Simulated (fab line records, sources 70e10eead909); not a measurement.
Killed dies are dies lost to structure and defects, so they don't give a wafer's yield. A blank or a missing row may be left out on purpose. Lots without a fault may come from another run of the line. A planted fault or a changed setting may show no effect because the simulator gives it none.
Chamber matching | flow nand_harc | NHARC_A_BONDPAD_STRIP_15 on rie_diel-10: 3 sister chambers
The step strips in O2. 14 wafers are shown with their chamber, then 4 later ones without.

WAFERS WITH THEIR CHAMBER
wafer  | chamber | throttle_valve_pct (%) | oes_product_au (a.u.) | rf_vpp_V (V)
L483.2 | 1       | 17.027                 | 1.003                 | 58.4
L483.5 | 1       | 17.031                 | 1.000                 | 57.2
L483.6 | 0       | 17.032                 | 0.996                 | 55.9
L486.2 | 0       | 17.042                 | 0.989                 | 58.1
L486.3 | 3       | 17.045                 | 0.986                 | 57.0
L486.6 | 0       | 17.050                 | 0.993                 | 58.3
L487.1 | 0       | 17.040                 | 1.000                 | 59.3
L487.3 | 3       | 17.039                 | 1.002                 | 59.0
L487.5 | 0       | 17.044                 | 1.007                 | 58.5
L484.3 | 0       | 17.033                 | 1.010                 | 57.1
L484.4 | 3       | 17.037                 | 0.991                 | 58.3
L484.6 | 0       | 17.042                 | 0.999                 | 57.7
L490.1 | 0       | 17.042                 | 0.985                 | 57.5
L490.4 | 0       | 17.033                 | 0.986                 | 59.2

SIGNATURES (means of the wafers above)
reading            | chamber 0 | chamber 1 | chamber 3 | scatter within a chamber
throttle_valve_pct | 17.03978  | 17.02900  | 17.04033  | 0.0055
oes_product_au     | 0.99611   | 1.00150   | 0.99300   | 0.00831
rf_vpp_V           | 57.956    | 57.800    | 58.100    | 1.04
Rule: a wafer's distance from a chamber is the root of the sum, over the readings, of the square of ((its reading less the chamber's mean) divided by the reading's scatter). The wafer belongs to the nearest chamber; if the next one is less than 2 further off, it can't be placed. The scatter: the root of (the sum of the squares of (reading less its chamber's mean) over the shown wafers, divided by (wafers less chambers)).

WAFERS WITHOUT THEIR CHAMBER
wafer  | throttle_valve_pct (%) | oes_product_au (a.u.) | rf_vpp_V (V)
L494.1 | 17.015                 | 0.990                 | 57.8
L494.2 | 17.028                 | 0.983                 | 57.5
L502.2 | 17.047                 | 1.006                 | 58.6
L502.3 | 17.040                 | 1.006                 | 57.4

WHICH CHAMBER EACH WENT THROUGH
wafer  | from the rows above          | in truth
L494.1 | can't be placed: 1 or 0 or 3 | 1
L494.2 | can't be placed: 1 or 3 or 0 | 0
L502.2 | can't be placed: 0 or 3 or 1 | 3
L502.3 | can't be placed: 0 or 3 or 1 | 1
Placed correctly: 0 of 4. Can't be placed from these rows: 4 (the true chamber is among the candidates in 4). Placed wrongly: 0.
